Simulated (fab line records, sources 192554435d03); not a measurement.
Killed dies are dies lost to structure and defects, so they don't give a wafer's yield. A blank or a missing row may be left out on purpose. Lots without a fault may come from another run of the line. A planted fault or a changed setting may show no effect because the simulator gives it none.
fab line records | flow n5_finfet
record lots=7 wafers=21
route steps=1938 shown BEOL_M0@715 BEOL_M1@778 BEOL_M3@931 BEOL_M4@1070 BEOL_M5@1160
start_h: hours from the record's first day to the start of the lot's first wafer shown | wait_h: hours since the lot's step before | " the same as in the row above | L1.1+2: a row that stands for several wafers | - no value, or no start given | * or withheld: withheld | < > ~ a bound
route shown NAME@n: a module of which the file shows steps, and the number in the route of the first | usual: mean/standard deviation of fault-free wafers | same: alike in all rows | chamber/n: place in a boat | sites: the reading at each site | _std_site: their standard deviation | _edge_site: outer sites' mean less inner sites' | radius_mm: how far each site lies from the wafer's centre | mask NAME#n: copy n | behind: the tool/chamber that last shaped the wafer | hold: why the lot was held/for how many hours/how that ended | device: the transistor (n, p or np) that didn't switch | end of line: the same wafers' tests at the end of the route | a step without rows: its recipe alone | killed: dies lost to structure and defects at the first sort, not the wafer's yield | map: a wafer's dies, x killed, . not, _ none there
set.NAME: the setting as run; set.NAME@STEP: as run at that earlier step | model.NAME: the simulator's own value behind a step, which no gauge read
lots whose settings were changed on purpose; a table a step, a row a wafer
## steps
# step N5_BEOL_M0_ETCH_138
# recipe chemistry=CH3F/O2 target_depth_a=120 target=SiCN time_s=31.6 ion_energy_ev=120 pressure_mtorr=30 source_w=395 bias_w=75 Ar_flow_sccm=150 CH3F_flow_sccm=30 O2_flow_sccm=20 ends=cleared
# usual rf_vpp_V=297.1/1.7
# columns lot.wafer tool chamber start_h wait_h set.source_w rf_vpp_V
L074.2 rie_diel-04 0 116.14 0.0 395 295.9
L074.3 " 2 " " 395 296.8
L074.4 " 1 " " 395 296.0
L077.3 rie_diel-02 3 129.57 0.0 422.6 291.5
L077.4 " 0 " " 422.6 288.9
L077.6 " 0 " " 422.6 288.6
L080.1 rie_diel-04 3 145.86 0.0 395 298.0
L080.3 " 1 " " 395 295.4
L080.5 " 3 " " 395 297.5
L082.1 rie_diel-05 1 161.13 0.0 395 297.4
L082.2 " 0 " " 395 299.0
L082.3 " 3 " " 395 296.6
L087.2 rie_diel-04 2 198.58 0.0 395 296.8
L087.5 " 2 " " 395 298.8
L087.6 " 3 " " 395 297.8
L095.2 rie_diel-02 3 240.54 0.0 345.9 310.5
L095.4 " 0 " " 395 299.0
L095.5 " 1 " " 345.9 308.3
L096.2 rie_diel-02 1 242.67 0.0 423.5 288.6
L096.4 " 3 " " 395 298.6
L096.6 " 0 " " 395 299.7
# step N5_BEOL_M0_ETCH_128
# recipe chemistry=CF4/N2 target_depth_a=120 overetch_a=51 target=SiCN time_s=21.4 ion_energy_ev=150 pressure_mtorr=40 source_w=430 bias_w=70 Ar_flow_sccm=100 cf4_flow_sccm=60 n2_flow_sccm=60
# usual rf_vpp_V=382.3/1.8
# columns lot.wafer tool chamber start_h wait_h set.source_w rf_vpp_V
L074.2 rie_diel-05 2 116.68 0.1 430 381.8
L074.3 " 3 " " 430 381.4
L074.4 " 1 " " 430 381.1
L077.3 rie_diel-05 0 130.54 0.0 373.6 403.3
L077.4 " 2 " " 430 382.4
L077.6 " 1 " " 430 383.1
L080.1 rie_diel-02 1 148.31 0.9 430 380.2
L080.3 " 3 " " 430 384.1
L080.5 " 1 " " 430 379.2
L082.1 rie_diel-05 3 161.54 0.0 452.7 372.8
L082.2 " 1 " " 452.7 377.2
L082.3 " 0 " " 430 384.3
L087.2 rie_diel-05 1 201.74 0.0 400.9 392.9
L087.5 " 1 " " 400.9 392.7
L087.6 " 0 " " 430 383.5
L095.2 rie_diel-05 3 242.10 0.4 374.7 399.5
L095.4 " 2 " " 430 380.7
L095.5 " 3 " " 374.7 398.7
L096.2 rie_diel-04 0 244.92 0.2 430 378.8
L096.4 " 3 " " 430 383.3
L096.6 " 3 " " 430 381.7
# step N5_BEOL_M1_COAT_68
# recipe resist=SiARC temp_c=220 time_s=60 spin_rpm=1500 resist_thk_nm=12
# columns lot.wafer tool chamber start_h wait_h set.spin_rpm model.SiARC_of_BEOL_M1_COAT_68.thk_nm
L074.2+3+4 litho_track-03 0 - - 1500 12
L077.3 litho_track-03 0 - - 1399 12.4
L077.4 " 0 " " 1500 12
L077.6 " 0 " " 1399 12.6
L080.1+3 litho_track-05 0 - - 1549 11.8
L080.5 " 0 " " 1500 12
L082.1+3 litho_track-03 0 - - 1593 11.6
L082.2 " 0 " " 1500 12
L087.2+5 litho_track-05 0 - - 1500 12
L087.6 " 0 " " 1645 11.4
L095.2+5 litho_track-05 0 - - 1406 12.4
L095.4 " 0 " " 1500 12
L096.2 litho_track-03 0 - - 1555 11.8
L096.4+6 " 0 " " 1500 12
# step N5_BEOL_M1_ETCH_77
# recipe chemistry=N2/H2 target=underlayer target_depth_a=65 mask_material=CAR-EUV time_s=5.2 ion_energy_ev=200 pressure_mtorr=30 source_w=840 bias_w=150 n2_flow_sccm=200 h2_flow_sccm=200 ends=cleared
# usual etch_rf_on_time_s=5.17/0.066 rf_vpp_V=525.6/2.2
# columns lot.wafer tool chamber start_h wait_h set.source_w etch_rf_on_time_s rf_vpp_V
L074.2 rie_diel-01 1 122.04 0.0 840 5.16 528.5
L074.3 " 0 " " 840 5.13 528.5
L074.4 " 2 " " 840 5.17 526.4
L077.3 rie_diel-01 0 135.97 0.0 840 5.19 529.0
L077.4 " 2 " " 984.1 4.54 498.3
L077.6 " 0 " " 984.1 4.54 500.5
L080.1 rie_diel-06 0 156.54 0.0 753.8 5.52 547.4
L080.3 " 2 " " 753.8 5.74 539.5
L080.5 " 0 " " 840 5.12 527.9
L082.1 rie_diel-01 2 168.27 0.0 748.4 5.64 546.5
L082.2 " 1 " " 748.4 5.61 548.2
L082.3 " 0 " " 840 5.15 527.1
L087.2 rie_diel-01 2 207.66 0.0 840 5.22 525.8
L087.5 " 3 " " 840 5.19 521.8
L087.6 " 0 " " 840 5.28 526.3
L095.2 rie_diel-03 0 251.41 0.0 840 5.26 526.3
L095.4 " 1 " " 840 5.24 524.7
L095.5 " 2 " " 840 5.25 526.0
L096.2 rie_diel-01 1 253.34 0.0 840 5.12 528.0
L096.4 " 3 " " 840 5.21 522.3
L096.6 " 1 " " 734.5 5.70 552.5
# step N5_BEOL_M1_ETCH_69
# recipe chemistry=CF4 target=SiARC target_depth_a=156 mask_material=CAR-EUV time_s=26 ion_energy_ev=80 pressure_mtorr=40 source_w=545 bias_w=36 Ar_flow_sccm=100 cf4_flow_sccm=100 ends=cleared
# columns lot.wafer tool chamber start_h wait_h set.spin_rpm@BEOL_M1_COAT_68 model.etch.depth_nm model.CAR-EUV_of_BEOL_M1_COAT_22.thk_nm
L074.2 rie_diel-01 1 122.05 0.0 1500 11.98 11
L074.3 " 0 " " 1500 12 11.2
L074.4 " 2 " " 1500 11.99 11.2
L077.3 rie_diel-01 0 135.99 0.0 1399 12.47 10.8
L077.4 " 2 " " 1500 12.09 11
L077.6 " 0 " " 1399 12.55 10.6
L080.1 rie_diel-06 0 156.56 0.0 1549 11.84 11.4
L080.3 " 2 " " 1549 11.77 11.4
L080.5 " 0 " " 1500 11.95 11.2
L082.1+3 rie_diel-01 2,0 168.29 0.0 1593 11.69 11.4
L082.2 " 1 " " 1500 12.02 11.2
L087.2 rie_diel-01 2 207.68 0.0 1500 11.99 11
L087.5 " 3 " " 1500 12 11
L087.6 " 0 " " 1645 11.46 11.4
L095.2 rie_diel-03 0 251.42 0.0 1406 12.38 10.8
L095.4 " 1 " " 1500 12 11.2
L095.5 " 2 " " 1406 12.4 10.8
L096.2 rie_diel-01 1 253.36 0.0 1555 11.79 11.4
L096.4 " 3 " " 1500 11.99 11.4
L096.6 " 1 " " 1500 12.04 11.2
# step N5_BEOL_M1_ALD_98
# recipe material=SiO2 target_thk_a=25 temp_c=100 ald_precursor_family=BDEAS ald_co_reactant=O2-plasma pulse_time_s=1 co_reactant_pulse_time_s=1 purge_time_s=2 co_reactant_purge_time_s=2 ald_cycles=17 pressure_torr=2
# step N5_BEOL_M1_ETCHBACK_99
# recipe chemistry=CHF3 target=SiO2 target_depth_a=50 time_s=10.4 source_w=215 bias_w=47 Ar_flow_sccm=200 CHF3_flow_sccm=12 ion_energy_ev=100 pressure_mtorr=30
# columns lot.wafer tool chamber start_h wait_h set.spin_rpm@BEOL_M1_COAT_68 model.CAR-EUV_of_BEOL_M1_COAT_22.thk_nm
L074.2+3+4 rie_diel-03 1,0,3 130.20 8.0 1500 10.4
L077.3+6 rie_diel-01 3,2 137.43 1.3 1399 10
L077.4 " 1 " " 1500 10.2
L080.1+3 rie_diel-06 0,1 165.06 8.2 1549 10.6
L080.5 " 3 " " 1500 10.4
L082.1+3 rie_diel-06 1,3 171.83 3.4 1593 10.8
L082.2 " 2 " " 1500 10.4
L087.2 rie_diel-03 2 210.47 2.6 1500 10.4
L087.5 " 2 " " 1500 10.2
L087.6 " 0 " " 1645 10.8
L095.2 rie_diel-01 0 256.71 4.7 1406 10.2
L095.4 " 1 " " 1500 10.6
L095.5 " 3 " " 1406 10
L096.2 rie_diel-03 1 261.92 7.1 1555 10.6
L096.4 " 2 " " 1500 10.6
L096.6 " 0 " " 1500 10.4
# step N5_BEOL_M1_ETCH_70
# recipe chemistry=N2/H2 target=SOC target_depth_a=800 overetch_a=160 mask_material=SiARC temp_c=40 time_s=120 ion_energy_ev=200 pressure_mtorr=30 source_w=840 bias_w=150 n2_flow_sccm=200 h2_flow_sccm=200
# columns lot.wafer tool chamber start_h wait_h set.spin_rpm@BEOL_M1_COAT_68 model.SiARC_of_BEOL_M1_COAT_68.thk_nm
L074.2+3+4 rie_diel-03 1,0,3 130.24 0.0 1500 6.4
L077.3+6 rie_diel-01 3,2 137.46 0.0 1399 6.8
L077.4 " 1 " " 1500 6.6
L080.1 rie_diel-06 0 165.10 0.0 1549 6.2
L080.3 " 1 " " 1549 6
L080.5 " 3 " " 1500 6.2
L082.1+3 rie_diel-06 1,3 171.86 0.0 1593 6
L082.2 " 2 " " 1500 6.6
L087.2+5 rie_diel-03 2 210.50 0.0 1500 6.4
L087.6 " 0 " " 1645 6
L095.2 rie_diel-01 0 256.75 0.0 1406 6.8
L095.4 " 1 " " 1500 6.4
L095.5 " 3 " " 1406 6.6
L096.2 rie_diel-03 1 261.96 0.0 1555 6.2
L096.4+6 " 2,0 " " 1500 6.4
# step N5_BEOL_M3_ILD_DEP_00
# recipe material=SiOC target_thk_a=790 temp_c=350 precursor=DEMS/O2 pressure_torr=5 rf_w=500 time_s=15.3
# columns lot.wafer tool chamber start_h wait_h set.time_s model.SiOC_of_BEOL_M3_ILD_DEP_00.thk_nm
L074.2 pecvd-01 2 148.29 0.0 15.3 76.8
L074.3 " 1 " " 15.3 78
L074.4 " 2 " " 15.3 78.6
L077.3 pecvd-02 0 155.49 0.0 13.05 67
L077.4 " 1 " " 13.05 68
L077.6 " 2 " " 13.05 67.4
L080.1 pecvd-03 0 180.51 0.0 15.3 81
L080.3 " 2 " " 16.63 86.8
L080.5 " 0 " " 15.3 81.6
L082.1 pecvd-02 2 193.18 0.0 16.2 83
L082.2 " 0 " " 15.3 78.6
L082.3 " 1 " " 15.3 78.4
L087.2 pecvd-02 0 225.46 0.0 14.06 71.4
L087.5 " 0 " " 15.3 78.6
L087.6 " 1 " " 14.06 73
L095.2 pecvd-01 2 273.04 0.0 15.3 78.2
L095.4 " 1 " " 15.3 79.2
L095.5 " 2 " " 14.52 75
L096.2 pecvd-02 0 275.03 0.0 15.3 78.8
L096.4 " 0 " " 15.3 80.4
L096.6 " 2 " " 15.3 81
# step N5_BEOL_M3_THK_MEAS_01
# recipe reads=SiOC_of_BEOL_M3_ILD_DEP_00
# usual M3_ILD_THK=79.2/1.1
# columns lot.wafer tool chamber start_h wait_h set.time_s@BEOL_M3_ILD_DEP_00 M3_ILD_THK[nm]
L074.2 film_metro-02 - 148.36 0.1 15.3 76.8
L074.3 " - " " 15.3 78.1
L074.4 " - " " 15.3 78.5
L077.3 film_metro-02 - 155.55 0.1 13.05 67.1
L077.4 " - " " 13.05 68.2
L077.6 " - " " 13.05 67.5
L080.1 film_metro-02 - 180.58 0.0 15.3 81.2
L080.3 " - " " 16.63 86.8
L080.5 " - " " 15.3 81.5
L082.1 film_metro-02 - 193.25 0.1 16.2 83.0
L082.2 " - " " 15.3 78.6
L082.3 " - " " 15.3 78.2
L087.2 film_metro-02 - 225.54 0.1 14.06 71.3
L087.5 " - " " 15.3 78.7
L087.6 " - " " 14.06 73.0
L095.2 film_metro-01 - 273.10 0.1 15.3 78.1
L095.4 " - " " 15.3 79.2
L095.5 " - " " 14.52 75.0
L096.2 film_metro-01 - 275.10 0.1 15.3 78.9
L096.4 " - " " 15.3 80.3
L096.6 " - " " 15.3 81.0
# step N5_BEOL_M3_COAT_05
# recipe resist=CAR-EUV spin_rpm=1500 resist_thk_nm=30
# columns lot.wafer tool chamber start_h wait_h set.spin_rpm model.CAR-EUV_of_BEOL_M3_COAT_05.thk_nm
L074.2+4 litho_track-04 0 - - 1500 30
L074.3 " 0 " " 1500 30.2
L077.3+4 litho_track-02 0 - - 1500 30
L077.6 " 0 " " 1665 28.4
L080.1+5 litho_track-02 0 - - 1336 31.8
L080.3 " 0 " " 1500 30
L082.1 litho_track-04 0 - - 1500 30
L082.2 " 0 " " 1346 31.6
L082.3 " 0 " " 1500 30.2
L087.2+6 litho_track-03 0 - - 1642 28.8
L087.5 " 0 " " 1500 30.2
L095.2+5 litho_track-04 0 - - 1500 30
L095.4 " 0 " " 1609 29
L096.2+6 litho_track-03 0 - - 1609 29
L096.4 " 0 " " 1500 30
# step N5_BEOL_M4_TRENCH_ETCH_37
# recipe chemistry=C4F6/O2 target_depth_a=555.55 target=SiOC time_s=29.2 ion_energy_ev=250 pressure_mtorr=30 source_w=355 bias_w=185 Ar_flow_sccm=300 C4F6_flow_sccm=10 O2_flow_sccm=10
# usual rf_vpp_V=667/6.1
# columns lot.wafer tool chamber start_h wait_h set.bias_w rf_vpp_V model.etch.depth_nm model.BEOL_M4.feature_depth_nm
L074.2 rie_diel-04 1 - - 185 668 55.11 55.2
L074.3 " 3 " " 185 656 56.29 56.2
L074.4 " 2 " " 185 668 56.8 56.8
L077.3 rie_diel-04 3 - - 185 657 56.86 56.8
L077.4 " 2 " " 185 666 56.58 56.6
L077.6 " 3 " " 185 656 56.45 56.4
L080.1 rie_diel-05 2 - - 207.5 732 57.64 57.6
L080.3 " 1 " " 207.5 728 57.39 57.4
L080.5 " 0 " " 185 672 54.18 54.2
L082.1 rie_diel-05 0 - - 185 673 54.22 54.2
L082.2 " 1 " " 185 663 55.13 55.2
L082.3 " 3 " " 185 665 56.15 56.2
L087.2 rie_diel-05 3 - - 173.6 633 53.68 53.6
L087.5 " 2 " " 185 668 55.34 55.4
L087.6 " 3 " " 185 665 55.1 55.2
L095.2 rie_diel-04 3 - - 185 658 56.44 56.4
L095.4 " 2 " " 185 667 56.43 56.4
L095.5 " 1 " " 155.3 581 52.3 52.2
L096.2 rie_diel-02 3 - - 185 673 55.81 55.8
L096.4 " 2 " " 185 672 56.28 56.2
L096.6 " 0 " " 173.4 646 54.53 54.6
# step N5_BEOL_M4_ETCH_41
# recipe chemistry=CH3F/O2 target=SiCN target_depth_a=299 taper_deg=2 time_s=52.5 ion_energy_ev=120 mask_material=TiN pressure_mtorr=30 source_w=395 bias_w=75 Ar_flow_sccm=150 CH3F_flow_sccm=30 O2_flow_sccm=20
# step N5_BEOL_M4_STRIP_97
# recipe chemistry=N2/H2 time_s=10 power_w=450 temp_c=40 pressure_mtorr=20 rf_frequency_hz=6e+07 bias_power_w=7 n2_flow_sccm=200 h2_flow_sccm=200
# step N5_BEOL_M4_OCD_MEAS_38
# usual trench_depth_nm=55.7/1
# columns lot.wafer tool chamber start_h wait_h set.bias_w@BEOL_M4_TRENCH_ETCH_37 trench_depth_nm
L074.2 ocd-02 - 172.40 - 185 55.3
L074.3 " - " " 185 55.9
L074.4 " - " " 185 56.8
L077.3 ocd-02 - 172.88 - 185 57.2
L077.4 " - " " 185 56.6
L077.6 " - " " 185 56.0
L080.1 ocd-02 - 196.01 - 207.5 57.9
L080.3 " - " " 207.5 56.9
L080.5 " - " " 185 53.9
L082.1 ocd-01 - 205.64 - 185 54.4
L082.2 " - " " 185 55.1
L082.3 " - " " 185 55.5
L087.2 ocd-02 - 242.13 - 173.6 53.8
L087.5 " - " " 185 55.5
L087.6 " - " " 185 54.8
L095.2 ocd-02 - 298.04 - 185 56.4
L095.4 " - " " 185 56.6
L095.5 " - " " 155.3 52.4
L096.2 ocd-01 - 304.91 - 185 55.5
L096.4 " - " " 185 56.0
L096.6 " - " " 173.4 54.5
# step N5_BEOL_M5_TRENCH_ETCH_37
# recipe chemistry=C4F6/O2 target_depth_a=716.52 target=SiCOH_lowk time_s=24.7 ion_energy_ev=250 pressure_mtorr=30 source_w=345 bias_w=185 Ar_flow_sccm=300 C4F6_flow_sccm=10 O2_flow_sccm=10
# columns lot.wafer tool chamber start_h wait_h set.time_s model.etch.depth_nm model.BEOL_M5.feature_depth_nm
L074.2 rie_diel-06 0 - - 24.7 72.66 72.6
L074.3 " 1 " " 24.7 72.82 72.8
L074.4 " 1 " " 24.7 73 73
L077.3 rie_diel-03 1 - - 28.58 82.2 82.2
L077.4 " 2 " " 24.7 71.82 71.8
L077.6 " 2 " " 24.7 71.83 71.8
L080.1 rie_diel-03 1 - - 24.7 71.24 71.2
L080.3 " 2 " " 29.51 84.67 84.6
L080.5 " 2 " " 29.51 84.56 84.6
L082.1 rie_diel-03 2 - - 28.24 81.66 81.6
L082.2 " 0 " " 24.7 70.78 70.8
L082.3 " 1 " " 24.7 71.43 71.4
L087.2 rie_diel-01 0 - - 24.7 71.11 71.2
L087.5 " 2 " " 24.7 71.4 71.4
L087.6 " 1 " " 24.7 73.25 73.2
L095.2 rie_diel-01 3 - - 24.7 72.58 72.6
L095.4 " 0 " " 22.76 66.2 66.2
L095.5 " 3 " " 22.76 67.44 67.4
L096.2 rie_diel-03 0 - - 28.95 83.44 83.4
L096.4 " 1 " " 24.7 70.76 70.8
L096.6 " 1 " " 24.7 70.83 70.8
## key
split step=N5_BEOL_M0_ETCH_138 setting=source_w stated=395 by=wafer
response step=N5_BEOL_M0_ETCH_138 reading=rf_vpp_V change=-0.994 per=1% r=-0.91
split step=N5_BEOL_M0_ETCH_128 setting=source_w stated=430 by=wafer
response step=N5_BEOL_M0_ETCH_128 reading=rf_vpp_V change=-1.5 per=1% r=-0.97
split step=N5_BEOL_M1_COAT_68 setting=spin_rpm stated=1500 by=wafer
response step=N5_BEOL_M1_COAT_68 reading=model.SiARC_of_BEOL_M1_COAT_68.thk_nm change=-0.0646 per=1% r=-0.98
response step=N5_BEOL_M1_ETCH_69 reading=model.etch.depth_nm change=-0.0574 per=1% r=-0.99
response step=N5_BEOL_M1_ETCH_69 reading=model.CAR-EUV_of_BEOL_M1_COAT_22.thk_nm change=+0.0443 per=1% r=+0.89
response step=N5_BEOL_M1_ETCHBACK_99 reading=model.CAR-EUV_of_BEOL_M1_COAT_22.thk_nm change=+0.0533 per=1% r=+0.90
response step=N5_BEOL_M1_ETCH_70 reading=model.SiARC_of_BEOL_M1_COAT_68.thk_nm change=-0.0493 per=1% r=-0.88
split step=N5_BEOL_M1_ETCH_77 setting=source_w stated=840 by=wafer
response step=N5_BEOL_M1_ETCH_77 reading=etch_rf_on_time_s change=* per=1% r=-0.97
response step=N5_BEOL_M1_ETCH_77 reading=rf_vpp_V change=-1.82 per=1% r=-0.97
split step=N5_BEOL_M3_ILD_DEP_00 setting=time_s stated=15.3 by=wafer
response step=N5_BEOL_M3_ILD_DEP_00 reading=model.SiOC_of_BEOL_M3_ILD_DEP_00.thk_nm change=+0.718 per=1% r=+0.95
response step=N5_BEOL_M3_THK_MEAS_01 reading=M3_ILD_THK change=+0.722 per=1% r=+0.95
split step=N5_BEOL_M3_COAT_05 setting=spin_rpm stated=1500 by=wafer
response step=N5_BEOL_M3_COAT_05 reading=model.CAR-EUV_of_BEOL_M3_COAT_05.thk_nm change=-0.149 per=1% r=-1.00
split step=N5_BEOL_M4_TRENCH_ETCH_37 setting=bias_w stated=185 by=wafer
response step=N5_BEOL_M4_TRENCH_ETCH_37 reading=rf_vpp_V change=+4.94 per=1% r=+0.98
response step=N5_BEOL_M4_TRENCH_ETCH_37 reading=model.etch.depth_nm change=+0.261 per=1% r=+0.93
response step=N5_BEOL_M4_TRENCH_ETCH_37 reading=model.BEOL_M4.feature_depth_nm change=+0.263 per=1% r=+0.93
response step=N5_BEOL_M4_OCD_MEAS_38 reading=trench_depth_nm change=+0.256 per=1% r=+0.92
split step=N5_BEOL_M5_TRENCH_ETCH_37 setting=time_s stated=24.7 by=wafer
response step=N5_BEOL_M5_TRENCH_ETCH_37 reading=model.etch.depth_nm change=+0.704 per=1% r=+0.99
response step=N5_BEOL_M5_TRENCH_ETCH_37 reading=model.BEOL_M5.feature_depth_nm change=+0.704 per=1% r=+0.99
